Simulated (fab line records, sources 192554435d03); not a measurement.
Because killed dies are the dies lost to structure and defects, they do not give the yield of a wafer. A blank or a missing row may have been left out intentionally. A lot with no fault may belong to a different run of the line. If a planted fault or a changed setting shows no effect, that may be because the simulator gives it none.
Which of the tools did it? -- flow n5_finfet -- route of 1938 steps, sampled at 1 step: 9 lots, 27 wafers

== WHAT THE GAUGES READ, wafer by wafer ==
N5_BEOL_M4_RC_MEAS_101.
lot,measured,on,DIBL_N (mV/V),DIBL_P (mV/V),IOFF_N (nA/um),IOFF_P (nA/um),ION_N (uA/um),ION_P (uA/um),SS_N (mV/dec),SS_P (mV/dec),VT_N (mV),VT_P (mV)
L628,day 8 19:52,prober-01,35.5 37.5 36.2,34.9 37.1 35.7,0.16 0.19 0.16,0.21 0.25 0.21,679 686 690,461 467 466,71.2 71.8 71.1,73.1 72.9 73.1,246 245 247,-249 -244 -245
L633,day 10 21:26,prober-02,33.6 36.5 37.0,33.0 35.9 37.0,0.12 0.16 0.17,0.16 0.20 0.21,654 667 657,458 456 452,70.5 71.6 71.3,72.4 73.9 74.4,253 250 249,-254 -252 -250
L638,day 11 05:40,prober-01,37.2 37.3 34.9,36.3 36.5 34.8,0.16 0.17 0.13,0.21 0.23 0.19,664 686 672,460 469 464,71.0 71.1 70.8,73.0 73.7 72.8,251 248 252,-248 -248 -250
L639,day 11 22:47,prober-01,35.2 40.4 34.9,34.2 39.5 35.6,0.15 0.26 0.14,0.18 0.29 0.21,670 674 678,458 458 480,70.6 72.3 70.3,72.4 73.7 72.1,249 245 250,-252 -247 -248
L643,day 12 03:20,prober-02,35.6 34.5 35.5,35.2 34.4 35.4,0.14 0.13 0.14,0.21 0.20 0.22,671 668 678,466 464 467,71.0 70.7 71.7,73.7 72.6 73.4,252 255 253,-250 -246 -247
L644,day 13 04:44,prober-02,36.2 38.4 34.2,35.5 37.3 32.5,0.13 0.16 0.11,0.18 0.20 0.14,676 667 673,461 454 456,71.8 72.5 71.4,73.3 73.9 72.3,253 252 254,-256 -251 -257
L647,day 14 18:22,prober-02,34.5 35.6 36.0,33.5 34.9 35.2,0.12 0.13 0.15,0.15 0.17 0.17,681 677 676,463 462 456,70.7 71.7 72.1,72.4 73.2 73.9,252 254 250,-252 -253 -254
L649,day 15 01:47,prober-02,38.5 41.7 36.9,38.1 40.6 34.9,0.20 0.28 0.16,0.25 0.31 0.20,698 685 680,472 470 465,72.2 72.6 71.7,73.8 74.5 73.5,244 242 250,-247 -245 -251
L648,day 15 02:19,prober-01,36.0 39.1 37.1,36.2 39.6 37.7,0.15 0.19 0.17,0.20 0.25 0.24,674 679 675,460 459 464,71.2 72.2 72.1,72.9 74.1 73.0,249 246 249,-252 -249 -252

== TOOL THAT RAN EACH LOT (tool first, then ch and the chambers of the sampled wafers, then the start) ==
No process step before these readings appears in the record.

== AS READ BY THE TOOLS THEMSELVES (means over the sampled wafers that have a number; for cases with no such wafer, the mark the record gives instead) ==
The record holds no such reading with a usual standard deviation.

== THE ANSWER, worked out from the rows above alone ==
Rule: the usual values come from the lots themselves. Put in order of their means at a reading, lots are off if they are a third of the lots or fewer, leave a main group of 4 or more, and stand apart from it by a gap of 3 or more times the standard deviation of the main group's means; of several such gaps the widest counts. If all means in a main group match to the digits the tables above print for the reading, that group is not used. Also off: a lot with no number at a reading for which 4 or more lots have one. All remaining lots with rows at the step are treated as sound. After the gauges, taken in route order, come the tools' own readings; for these a lot's mean is taken, as printed above. At the first step where some lot is off, the reading lying furthest off is the one used; lots without a number count as furthest.
No lot is off at any reading shown: from this, nothing can be told.

== WHAT WAS PUT IN BY THE SIMULATOR ==
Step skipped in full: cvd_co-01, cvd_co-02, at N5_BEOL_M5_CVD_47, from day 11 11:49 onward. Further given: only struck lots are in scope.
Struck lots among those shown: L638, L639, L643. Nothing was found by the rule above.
